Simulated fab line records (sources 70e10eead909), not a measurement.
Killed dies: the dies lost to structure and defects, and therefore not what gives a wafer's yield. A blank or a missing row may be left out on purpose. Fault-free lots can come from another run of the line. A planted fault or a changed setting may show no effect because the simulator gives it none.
Matching of chambers :: flow nand harc :: 4 sister chambers for NHARC_A_STAIRCASE_CMP_450 on cmp-01
The step polishes SiO2, target thk 200 nm. 18 wafers are shown with their chamber, then 9 later ones without.

== WAFERS WITH THEIR CHAMBER ==
wafer: L075.3
chamber: 2
motor current A (A): 12.4

wafer: L075.4
chamber: 3
motor current A (A): 10.8

wafer: L075.5
chamber: 3
motor current A (A): 10.6

wafer: L077.1
chamber: 3
motor current A (A): 10.3

wafer: L077.2
chamber: 2
motor current A (A): 12.5

wafer: L077.4
chamber: 1
motor current A (A): 12.3

wafer: L081.1
chamber: 1
motor current A (A): 12.7

wafer: L081.2
chamber: 0
motor current A (A): 12.2

wafer: L081.4
chamber: 3
motor current A (A): 11.4

wafer: L082.1
chamber: 2
motor current A (A): 12.6

wafer: L082.4
chamber: 1
motor current A (A): 12.6

wafer: L082.6
chamber: 0
motor current A (A): 13.1

wafer: L083.1
chamber: 2
motor current A (A): 12.7

wafer: L083.4
chamber: 3
motor current A (A): 9.8

wafer: L083.6
chamber: 0
motor current A (A): 12.4

wafer: L086.3
chamber: 0
motor current A (A): 12.9

wafer: L086.4
chamber: 3
motor current A (A): 10.6

wafer: L086.6
chamber: 2
motor current A (A): 12.9

SIGNATURES, as means of the wafers listed above
reading: motor current A
chamber 0: 12.650
chamber 1: 12.533
chamber 2: 12.620
chamber 3: 10.583
scatter within a chamber: 0.394
Rule: for a wafer and a chamber, the distance is found by dividing, reading by reading, the gap between the wafer's reading and the chamber's mean by the reading's scatter, squaring, summing and taking the root. If the next closest chamber is less than 2 further off than the closest, the wafer can't be placed; otherwise it belongs to the closest. The scatter is the square root of a quotient: the sum, over the shown wafers, of each reading's squared deviation from its chamber's mean, divided by wafers minus chambers.

== WAFERS WITH NO CHAMBER GIVEN ==
wafer: L088.2
motor current A (A): 11.2

wafer: L088.5
motor current A (A): 10.6

wafer: L088.6
motor current A (A): 12.9

wafer: L091.2
motor current A (A): 12.6

wafer: L091.3
motor current A (A): 12.6

wafer: L091.5
motor current A (A): 12.5

wafer: L096.2
motor current A (A): 12.7

wafer: L096.5
motor current A (A): 13.0

wafer: L096.6
motor current A (A): 10.8

== WHICH CHAMBER EACH ONE RAN IN ==
wafer: L088.2
from the rows above: can't be placed: 3 or 1
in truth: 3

wafer: L088.5
from the rows above: 3
in truth: 3

wafer: L088.6
from the rows above: can't be placed: 0 or 2 or 1
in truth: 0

wafer: L091.2
from the rows above: can't be placed: 2 or 0 or 1
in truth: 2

wafer: L091.3
from the rows above: can't be placed: 2 or 0 or 1
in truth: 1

wafer: L091.5
from the rows above: can't be placed: 1 or 2 or 0
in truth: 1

wafer: L096.2
from the rows above: can't be placed: 0 or 2 or 1
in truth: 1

wafer: L096.5
from the rows above: can't be placed: 0 or 2 or 1
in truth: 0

wafer: L096.6
from the rows above: 3
in truth: 3
Correct placement for 2 of the 9. Not placeable from these rows: 7 (in 7, the candidates include the true chamber). 0 placed wrongly.
